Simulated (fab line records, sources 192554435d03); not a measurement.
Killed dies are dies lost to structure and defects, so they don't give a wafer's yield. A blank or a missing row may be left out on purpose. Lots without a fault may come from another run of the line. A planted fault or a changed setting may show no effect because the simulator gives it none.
fab line records | flow n5_finfet
record lots=8 wafers=24 last_day=18
route steps=1938 shown BEOL_M0_SAQP@654 BEOL_M4@1111 PASSIVATION@1936
lots that met no fault: from a run of the same line without faults
start_h: hours from the record's first day to the start of the lot's first wafer shown | wait_h: hours since the lot's step before | " the same as in the row above | L1.1+2: a row that stands for several wafers | - no value, or no start given | * or withheld: withheld | < > ~ a bound
route shown NAME@n: a module of which the file shows steps, and the number in the route of the first | usual: mean/standard deviation of fault-free wafers | same: alike in all rows | chamber/n: place in a boat | sites: the reading at each site | _std_site: their standard deviation | _edge_site: outer sites' mean less inner sites' | radius_mm: how far each site lies from the wafer's centre | mask NAME#n: copy n | behind: the tool/chamber that last shaped the wafer | hold: why the lot was held/for how many hours/how that ended | device: the transistor (n, p or np) that didn't switch | end of line: the same wafers' tests at the end of the route | a step without rows: its recipe alone | killed: dies lost to structure and defects at the first sort, not the wafer's yield | map: a wafer's dies, x killed, . not, _ none there
set.NAME: the setting as run; set.NAME@STEP: as run at that earlier step | model.NAME: the simulator's own value behind a step, which no gauge read
steps of the route over a sample of lots; a table a step, a row a wafer
services: from which hour (start_h, from the record's first day; less than 0 if before it) a tool's chamber was out of use, for how many hours, and why
## steps
# step N5_BEOL_M0_SAQP_ETCH_84
# recipe chemistry=N2/H2 target=SOC target_depth_a=1000 overetch_a=200 mask_material=SiARC temp_c=40 time_s=150 ion_energy_ev=200 pressure_mtorr=30 source_w=840 bias_w=150 n2_flow_sccm=200 h2_flow_sccm=200
# usual drypump_motor_current_A=5.9/0.6 oes_product_au=0.69/0.084 rf_fwd_power_W=836.5/2.7 rf_vpp_V=524.3/2.9 showerhead_plenum_p_Torr=2.56/0.1 throttle_valve_pct=17.82/0.24
# columns lot.wafer tool chamber start_h wait_h drypump_motor_current_A oes_product_au rf_fwd_power_W rf_hours_counter_h rf_vpp_V showerhead_plenum_p_Torr throttle_valve_pct
L878.1 rie_diel-01 0 141.36 0.0 5.9 0.87 838.7 7 529.3 2.71 17.45
L878.4 " 1 " " 4.7 0.61 833.4 249 526.3 2.61 18.17
L878.6 " 0 " " 5.8 0.86 839.2 - 528.5 2.71 17.48
L877.1 rie_diel-04 1 142.24 0.0 5.4 0.61 835.1 249 525.7 2.60 18.01
L877.4 " 3 " " 6.8 0.62 837.1 - 520.0 2.42 17.59
L877.5 " 1 " " 5.4 0.61 836.4 - 524.5 2.60 18.00
L883.2 rie_diel-01 0 174.46 0.0 5.8 0.83 837.8 19 527.3 2.71 17.48
L883.4 " 1 " " 4.7 0.86 836.6 3 525.5 2.61 17.73
L883.5 " 3 " " 6.2 0.70 836.6 - 522.0 2.46 17.63
L885.1 rie_diel-04 2 188.93 0.0 6.1 0.63 834.9 229 523.0 2.51 18.03
L885.2 " 3 " " 6.7 0.61 833.4 218 519.9 2.41 17.60
L885.3 " 0 " " 5.4 0.69 842.3 160 526.3 2.65 18.05
L887.1 rie_diel-03 0 195.09 0.0 5.1 0.65 833.2 171 520.2 2.43 17.64
L887.4 " 2 " " 5.5 0.66 837.4 190 523.9 2.52 18.08
L887.6 " 2 " " 5.5 0.65 838.7 - 524.2 2.52 18.08
L889.3 rie_diel-04 2 202.53 0.0 6.2 0.63 837.1 236 521.3 2.51 18.03
L889.4 " 3 " " 6.8 0.61 834.9 220 520.1 2.41 17.62
L889.5 " 1 " " 5.4 0.81 839.3 - 525.8 2.59 17.63
L892.1 rie_diel-03 3 226.65 0.0 6.4 0.78 831.9 27 528.3 2.70 17.47
L892.4 " 0 " " 5.1 0.64 834.3 181 519.9 2.42 17.68
L892.6 " 2 " " 5.5 0.64 837.3 - 523.7 2.52 18.09
L896.2 rie_diel-04 1 252.46 0.0 5.4 0.79 833.5 29 526.1 2.58 17.64
L896.3 " 0 " " 5.4 0.67 840.0 182 525.4 2.64 18.08
L896.4 " 1 " " 5.4 0.80 830.8 - 526.5 2.58 17.64
# step N5_BEOL_M0_SAQP_HM_OPEN_112
# recipe chemistry=CHF3/O2 target=SiO2 stop_on=a-Si target_depth_a=120 over_etch_frac=1.25 mask_material=SOC time_s=13.5 pressure_mtorr=30 source_w=650 bias_w=170 Ar_flow_sccm=200 CHF3_flow_sccm=50 O2_flow_sccm=5 ion_energy_ev=200 ends=end_point
# usual drypump_motor_current_A=5.9/0.59 mfc_ar_sccm=200.0/0.56 oes_f_703_au=0.77/0.094 oes_product_au=0.50/0.061 rf_fwd_power_W=644.7/2.5 rf_vpp_V=523/5.7 showerhead_plenum_p_Torr=2.42/0.092 throttle_valve_pct=18.85/0.21
# columns lot.wafer tool chamber start_h wait_h drypump_motor_current_A mfc_ar_sccm oes_f_703_au oes_product_au rf_fwd_power_W rf_hours_counter_h rf_vpp_V showerhead_plenum_p_Torr throttle_valve_pct
L878.1 rie_diel-01 0 141.46 0.0 5.9 200.7 0.98 0.64 648.0 7 517 2.56 18.51
L878.4 " 1 " " 4.7 200.1 0.68 0.46 646.2 249 525 2.47 19.21
L878.6 " 0 " " 5.9 200.6 0.98 0.63 648.0 - 516 2.56 18.50
L877.1 rie_diel-04 1 142.35 0.0 5.4 200.5 0.68 0.45 643.7 249 527 2.48 19.16
L877.4 " 3 " " 6.8 200.0 0.71 0.46 642.6 - 519 2.30 18.64
L877.5 " 1 " " 5.4 199.7 0.69 0.45 646.7 - 527 2.48 19.13
L883.2 rie_diel-01 0 174.56 0.0 5.9 199.1 0.94 0.61 648.3 20 517 2.55 18.53
L883.4 " 1 " " 4.7 200.5 0.96 0.62 644.5 3 526 2.47 18.79
L883.5 " 3 " " 6.2 199.7 0.77 0.51 647.3 - 533 2.33 18.63
L885.1 rie_diel-04 2 189.04 0.0 6.1 200.1 0.70 0.46 644.4 229 522 2.38 19.00
L885.2 " 3 " " 6.8 200.5 0.69 0.44 640.4 218 516 2.29 18.70
L885.3 " 0 " " 5.3 199.8 0.77 0.50 645.3 160 519 2.51 19.02
L887.1 rie_diel-03 0 195.20 0.0 5.1 199.6 0.73 0.48 642.1 171 519 2.31 18.68
L887.4 " 2 " " 5.5 199.0 0.73 0.48 648.5 190 523 2.40 18.97
L887.6 " 2 " " 5.5 200.9 0.73 0.49 649.0 - 520 2.40 18.98
L889.3 rie_diel-04 2 202.64 0.0 6.1 199.4 0.71 0.46 644.5 236 522 2.38 19.00
L889.4 " 3 " " 6.8 199.9 0.69 0.45 639.4 220 517 2.29 18.71
L889.5 " 1 " " 5.4 200.3 0.92 0.60 642.8 - 527 2.47 18.79
L892.1 rie_diel-03 3 226.76 0.0 6.4 200.1 0.87 0.58 645.1 27 533 2.56 18.52
L892.4 " 0 " " 5.1 200.5 0.72 0.47 645.7 181 518 2.31 18.70
L892.6 " 2 " " 5.5 200.4 0.73 0.48 646.0 - 523 2.39 18.98
L896.2 rie_diel-04 1 252.57 0.0 5.4 199.4 0.88 0.57 645.9 29 527 2.47 18.80
L896.3 " 0 " " 5.4 200.3 0.75 0.49 647.6 182 520 2.50 19.04
L896.4 " 1 " " 5.4 199.2 0.89 0.58 642.3 - 527 2.47 18.81
# step N5_BEOL_M0_SAQP_ETCH_107
# recipe chemistry=CH3F/O2 target=SiNx target_depth_a=300 mask_material=SOC pressure_mtorr=30 source_w=395 bias_w=73 Ar_flow_sccm=150 CH3F_flow_sccm=30 O2_flow_sccm=20 ion_energy_ev=120
# usual CH3F_flow_sccm=30.00/0.084 drypump_motor_current_A=5.9/0.58 mfc_ar_sccm=150.0/0.53 oes_f_703_au=0.79/0.1 oes_product_au=0.79/0.11 rf_fwd_power_W=390.9/1.7 rf_vpp_V=297/3.5 showerhead_plenum_p_Torr=2.02/0.082 throttle_valve_pct=16.33/0.23
# columns lot.wafer tool chamber start_h wait_h CH3F_flow_sccm drypump_motor_current_A mfc_ar_sccm oes_f_703_au oes_product_au rf_fwd_power_W rf_hours_counter_h rf_vpp_V showerhead_plenum_p_Torr throttle_valve_pct
L878.1 rie_diel-01 2 144.16 0.0 29.95 6.5 149.1 0.69 0.68 392.0 237 298 1.97 16.74
L878.4 " 0 " " 29.98 5.9 150.1 0.97 0.97 391.6 8 293 2.13 16.01
L878.6 " 1 " " 30.03 4.7 150.1 0.69 0.68 390.7 - 298 2.05 16.73
L877.1 rie_diel-01 0 144.76 0.0 29.85 5.8 151.6 0.98 0.98 392.0 9 294 2.13 16.04
L877.4 " 3 " " 29.91 6.2 149.5 0.77 0.80 392.0 - 302 1.93 16.15
L877.5 " 0 " " 30.00 5.9 150.3 0.97 0.99 391.4 - 293 2.13 16.02
L883.2 rie_diel-01 3 176.80 0.0 30.04 6.2 149.5 0.77 0.79 390.1 106 302 1.93 16.17
L883.4 " 2 " " 29.95 6.6 150.0 0.68 0.68 389.7 249 298 1.97 16.77
L883.5 " 0 " " 29.91 5.9 149.8 0.94 0.94 392.0 - 294 2.12 16.04
L885.1 rie_diel-01 0 191.37 0.0 29.99 5.9 150.9 0.92 0.93 393.6 26 293 2.12 16.04
L885.2 " 3 " " 30.14 6.2 150.3 0.76 0.78 390.8 111 303 1.93 16.18
L885.3 " 1 " " 30.02 4.7 149.2 0.94 0.95 390.7 10 298 2.05 16.29
L887.1 rie_diel-01 3 197.69 0.0 30.10 6.2 149.3 0.76 1.00 391.4 114 301 1.93 16.22
L887.4 " 0 " " 29.96 5.8 149.4 0.92 1.19 392.0 - 294 2.12 16.09
L887.6 " 3 " " 30.09 6.2 150.2 0.76 0.78 392.7 - 303 1.93 16.19
L889.3 rie_diel-01 2 204.87 0.0 29.87 6.5 150.9 0.98 0.98 393.1 2 296 1.97 16.28
L889.4 " 2 " " 30.06 6.5 150.3 0.97 1.27 392.3 - 296 1.97 16.31
L889.5 " 0 " " 29.99 5.9 150.3 0.91 0.91 391.0 - 294 2.12 16.06
L892.1 rie_diel-03 3 229.47 0.0 30.03 6.5 150.1 0.86 0.88 391.4 28 301 2.13 16.01
L892.4 " 2 " " 30.07 5.5 150.1 0.73 0.73 391.6 204 296 1.99 16.56
L892.6 " 0 " " 30.01 5.1 150.8 0.72 0.72 388.2 - 294 1.91 16.27
L896.2 rie_diel-03 1 254.72 0.0 29.90 6.1 149.4 0.71 0.71 388.8 166 302 2.08 16.50
L896.3 " 0 " " 29.93 5.1 150.1 0.72 0.71 389.3 190 293 1.91 16.28
L896.4 " 2 " " 30.07 5.5 150.1 0.72 0.72 393.5 211 296 1.98 16.56
# step N5_BEOL_M0_SAQP_RECESS_109
# recipe chemistry=HF/NH3 target=SiO2 target_depth_a=30 afs_cycles=1 temp_c=30 sublimation_temp_c=180 sublimation_time_s=60
# usual drypump_motor_current_A=5.8/0.54 sublimation_temp_c=180.04/0.17
# columns lot.wafer tool chamber start_h wait_h drypump_motor_current_A sublimation_temp_c
L878.1 vapor_etch-02 1 144.26 0.0 5.0 180.07
L878.4 " 0 " " 6.3 180.16
L878.6 " 1 " " 5.0 180.19
L877.1 vapor_etch-01 0 144.87 0.0 6.2 179.92
L877.4 " 1 " " 5.8 179.85
L877.5 " 1 " " 5.9 179.91
L883.2 vapor_etch-02 1 176.90 0.0 5.0 180.03
L883.4 " 1 " " 5.0 180.03
L883.5 " 1 " " 5.0 179.89
L885.1 vapor_etch-02 0 191.47 0.0 6.3 179.97
L885.2 " 1 " " 4.9 179.91
L885.3 " 1 " " 5.0 179.91
L887.1 vapor_etch-02 0 197.79 0.0 6.3 179.81
L887.4 " 0 " " 6.3 179.65
L887.6 " 1 " " 5.0 179.82
L889.3 vapor_etch-02 0 205.25 0.3 6.3 180.11
L889.4 " 1 " " 5.0 179.92
L889.5 " 0 " " 6.4 180.08
L892.1 vapor_etch-01 0 229.57 0.0 6.2 180.13
L892.4 " 0 " " 6.2 180.05
L892.6 " 1 " " 5.9 180.34
L896.2 vapor_etch-02 0 254.82 0.0 6.4 180.32
L896.3 " 0 " " 6.4 180.20
L896.4 " 1 " " 5.0 180.30
# step N5_BEOL_M4_RC_MEAS_101
# usual DIBL_N=35.9/1.4 DIBL_P=35.9/1.7 IOFF_N=0.155/0.023 IOFF_P=0.201/0.029 ION_N=672/8.8 ION_P=460/7 SS_N=71.6/0.48 SS_P=73.1/0.64 VT_N=250.0/3 VT_P=-251.6/3
# columns lot.wafer tool chamber start_h wait_h DIBL_N[mV/V] DIBL_P[mV/V] IOFF_N[nA/um] IOFF_P[nA/um] ION_N[uA/um] ION_P[uA/um] SS_N[mV/dec] SS_P[mV/dec] VT_N[mV] VT_P[mV]
L878.1 prober-01 0 191.89 0.0 32.8 34.9 0.126 0.168 663 453 71.3 73.3 254.2 -257.0
L878.4 " 0 " " 35.5 37.1 0.165 0.200 671 456 71.5 73.6 250.1 -254.1
L878.6 " 0 " " 35.6 37.1 0.161 0.208 668 459 72.1 73.6 251.3 -250.2
L877.1 prober-01 0 198.70 0.0 36.1 36.3 0.168 0.217 675 460 72.0 73.0 247.6 -250.3
L877.4 " 0 " " 36.0 36.4 0.163 0.207 676 458 71.1 73.4 250.3 -251.0
L877.5 " 0 " " 35.6 36.0 0.172 0.213 673 457 71.3 73.2 248.9 -250.2
L883.2 prober-01 0 243.98 0.2 34.5 35.1 0.126 0.184 654 457 71.1 72.0 255.7 -250.0
L883.4 " 0 " " 37.0 37.8 0.169 0.221 685 474 71.7 73.6 249.0 -250.5
L883.5 " 0 " " 35.2 35.1 0.134 0.179 661 460 70.8 72.5 250.9 -252.3
L885.1 prober-02 0 245.48 0.0 36.2 34.6 0.138 0.180 671 461 70.9 72.2 249.2 -253.5
L885.2 " 0 " " 35.2 33.5 0.123 0.166 666 453 70.5 72.1 253.1 -256.0
L885.3 " 0 " " 37.1 35.2 0.146 0.188 672 462 71.4 72.7 251.4 -252.9
L887.1 prober-01 0 252.05 0.0 36.9 36.8 0.183 0.244 684 467 72.1 74.0 246.3 -249.6
L887.4 " 0 " " 37.7 37.6 0.198 0.260 671 463 72.6 73.6 244.0 -246.0
L887.6 " 0 " " 36.5 35.2 0.170 0.227 670 461 72.4 73.7 248.2 -249.3
L889.3 prober-01 0 269.49 0.3 38.6 36.4 0.165 0.210 677 464 71.7 73.7 249.1 -251.6
L889.4 " 0 " " 39.0 37.3 0.177 0.217 675 457 71.8 74.6 250.3 -251.7
L889.5 " 0 " " 37.4 35.3 0.144 0.196 675 458 71.4 73.4 247.9 -251.1
L892.1 prober-01 0 286.94 0.0 36.6 37.5 0.168 0.213 682 461 72.3 73.8 248.7 -250.7
L892.4 " 0 " " 36.3 37.9 0.170 0.217 676 460 72.0 74.1 248.1 -251.7
L892.6 " 0 " " 35.4 36.6 0.149 0.199 668 461 72.8 73.7 250.8 -250.6
L896.2 prober-02 0 311.64 0.2 35.6 34.0 0.141 0.186 649 448 71.7 72.6 255.4 -253.7
L896.3 " 0 " " 34.9 34.2 0.131 0.198 668 462 71.1 73.4 250.9 -251.9
L896.4 " 0 " " 33.5 32.8 0.113 0.168 654 454 71.0 72.6 256.9 -252.6
# step N5_PASSIVATION_PROBE_49
# usual defect_limited_yield=91.7/1.5 killed_at_M0_to_M3=30/8.6 killed_at_M4_up=12/4.5 killed_at_contacts=13/5.8 killed_at_front_end=38/11 killed_at_other=4/3 killed_dies=97/17 killed_on_rim=13/3.6 killed_open=63/12 killed_short=32/8.8 sort_bin_5_function=4.8/0.91 sort_bin_6_memory=3.1/0.68 sort_n_pass=1083/17 sort_yield_pct=91.7/1.5
# same gross_dies=1180 killed_at_back_side=0 sort_bin_4_leakage[%]=0 sort_bin_8_speed[%]=0
# columns lot.wafer tool chamber start_h wait_h defect_limited_yield[%] killed_at_M0_to_M3 killed_at_M4_up killed_at_contacts killed_at_front_end killed_at_other killed_dies killed_on_rim killed_open killed_short sort_bin_5_function[%] sort_bin_6_memory[%] sort_n_pass sort_yield_pct[%]
L877.1 prober-02 - 305.99 0.2 89.2 38 11 24 52 2 127 18 84 41 7.1 3.5 1053 89.2
L877.4 prober-02 - 306.14 0.3 92.3 23 12 13 41 2 91 15 47 38 4.7 2.8 1089 92.3
L877.5 prober-02 - 306.19 0.4 90.3 28 15 9 58 5 115 8 67 43 5.7 3.6 1065 90.3
# killed by level:class
L877.1 FIN_SAQP:geometric_particle:short=22 MOL_CONTACT_COAG:geometric_particle:open=18 BEOL_M0_SAQP:geometric_particle:open=16 FIN_SAQP:geometric_particle:open=11 MOL_CONTACT_COAG:geometric_particle:short=6 BEOL_M1:geometric_particle:open=5 BEOL_M0_SAQP:geometric_particle:short=5 BEOL_M2:geometric_particle:open=5
L877.4 FIN_SAQP:geometric_particle:short=9 MOL_CONTACT_COAG:geometric_particle:open=9 BEOL_M0_SAQP:geometric_particle:short=7 FIN_SAQP:geometric_particle:open=5 BEOL_M2:geometric_particle:open=5 BEOL_M3:geometric_particle:short=5 FIN_CUT:geometric_particle:short=4 MOL_CONTACT_COAG:geometric_particle:short=4
L877.5 FIN_SAQP:geometric_particle:short=19 BEOL_M0_SAQP:geometric_particle:short=9 FIN_SAQP:geometric_particle:open=8 BEOL_M3:geometric_particle:open=8 MOL_CONTACT_COAG:geometric_particle:open=7 BEOL_M0_SAQP:geometric_particle:open=7 BEOL_M4:geometric_particle:open=7 STI_FIN_REVEAL:geometric_particle:open=5
## services
# columns tool chamber start_h hours kind
rie_diel-03 - 123.29 14.6 pm
rie_diel-04 2 124.85 24.6 repair
rie_diel-01 1 144.70 - clean
rie_diel-01 1 144.70 - consumable_replace:focus_ring
rie_diel-01 1 144.70 16.8 scheduled_down
rie_diel-01 1 144.70 16.8 vent_cycle
rie_diel-04 1 149.68 - clean
rie_diel-04 1 149.68 - consumable_replace:focus_ring
vapor_etch-01 0 160.31 6.5 repair
rie_diel-04 0 161.53 6.6 repair
rie_diel-03 1 175.27 12.3 repair
rie_diel-01 2 178.99 - clean
rie_diel-01 2 178.99 - consumable_replace:focus_ring
rie_diel-01 2 178.99 18.5 scheduled_down
rie_diel-01 2 178.99 18.5 vent_cycle
rie_diel-04 3 193.45 8.9 repair
rie_diel-04 - 211.67 2.8 pm
rie_diel-01 - 217.33 9.7 repair
rie_diel-04 - 217.33 2.1 repair
rie_diel-01 - 229.97 2.8 pm
rie_diel-04 1 239.23 6.4 repair
rie_diel-04 2 247.20 - clean
rie_diel-04 2 247.20 - consumable_replace:focus_ring
rie_diel-04 2 247.20 17.3 scheduled_down
## key
first_sign step=N5_BEOL_M0_SAQP_ETCH_107 reading=oes_product_au direction=up sigmas=3.4 usual=0.79 struck=1.15
effect none on later readings
met_at N5_BEOL_M0_SAQP_ETCH_107
struck_lots L887,L889
struck_wafers L887.1,L887.4,L889.4
not_acting_at N5_BEOL_M0_SAQP_ETCH_84,N5_BEOL_M0_SAQP_HM_OPEN_112,N5_BEOL_M0_SAQP_RECESS_109
onset_between 191.37 197.69
fault kind=process_parameter_drift tool=rie_diel-01 chamber=- onset_h=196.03 steps=N5_BEOL_M0_SAQP_ETCH_107 channel=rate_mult offset=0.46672 shape=step end_h=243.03 scope=struck_wafers_only
